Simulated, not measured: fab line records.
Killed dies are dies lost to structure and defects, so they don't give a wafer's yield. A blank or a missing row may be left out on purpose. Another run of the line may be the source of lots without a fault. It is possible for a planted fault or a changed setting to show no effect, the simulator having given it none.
The tool behind it: which one? :: flow nandHarc :: 36 wafers sampled from 12 lots at 1 step of a route of 1302

WHAT THE GAUGES READ, wafer by wafer
NHARC_A_ONON_D2_THK_MEAS_18: measures by ellipsometry. Usual: thkNm reads 1004 nm (standard deviation 13).
lot: L143
measured: day 13 15:56
on: filmMetro-02
thkNm (nm): 1019 1020 1018
flag: 

lot: L145
measured: day 14 10:06
on: filmMetro-02
thkNm (nm): 999 999 998
flag: 

lot: L146
measured: day 14 23:35
on: filmMetro-01
thkNm (nm): 990 991 988
flag: 

lot: L142
measured: day 15 19:40
on: filmMetro-02
thkNm (nm): 1014 1012 1010
flag: 

lot: L147
measured: day 16 00:30
on: filmMetro-02
thkNm (nm): 992 995 993
flag: 

lot: L157
measured: day 19 02:14
on: filmMetro-02
thkNm (nm): 985 985 985
flag: 

lot: L156
measured: day 19 02:15
on: filmMetro-01
thkNm (nm): 982 984 984
flag: 

lot: L158
measured: day 19 20:33
on: filmMetro-02
thkNm (nm): 1006 1006 1005
flag: 

lot: L160
measured: day 20 15:09
on: filmMetro-02
thkNm (nm): 1016 1017 1016
flag: 

lot: L161
measured: day 21 11:39
on: filmMetro-02
thkNm (nm): 1000 1002 1001
flag: 

lot: L162
measured: day 21 11:40
on: filmMetro-01
thkNm (nm): 1012 1013 1013
flag: 

lot: L164
measured: day 22 03:15
on: filmMetro-01
thkNm (nm): 982 981 980
flag: 

WHAT TOOL EACH LOT RAN ON (gives the tool, then ch and the chambers of the sampled wafers, and finally the start)
Before these readings, the record contains no process step.

WHAT THE TOOLS THEMSELVES READ (means of the sampled wafers that have a number; where no wafer has one, the mark that the record gives instead)
The record holds no such reading with a usual standard deviation.

THE ANSWER, worked out from the rows above alone
Rule: take the mean of a lot's wafers that have a number; if it is more than 3 standard deviations from the usual mean, the lot is off. A lot without any number at a reading at which 4 lots or more have one is off too. Where the step has rows for the other lots, those lots are counted as sound. Order of review: gauges by route order, followed by the tools' own readings, for which a lot's mean as printed above is used. At the first step where some lot is off, the reading lying furthest off is the one used; lots without a number count as furthest.
Nothing can be told from this: no lot is off at any reading shown.

WHAT THE SIMULATOR PUT IN
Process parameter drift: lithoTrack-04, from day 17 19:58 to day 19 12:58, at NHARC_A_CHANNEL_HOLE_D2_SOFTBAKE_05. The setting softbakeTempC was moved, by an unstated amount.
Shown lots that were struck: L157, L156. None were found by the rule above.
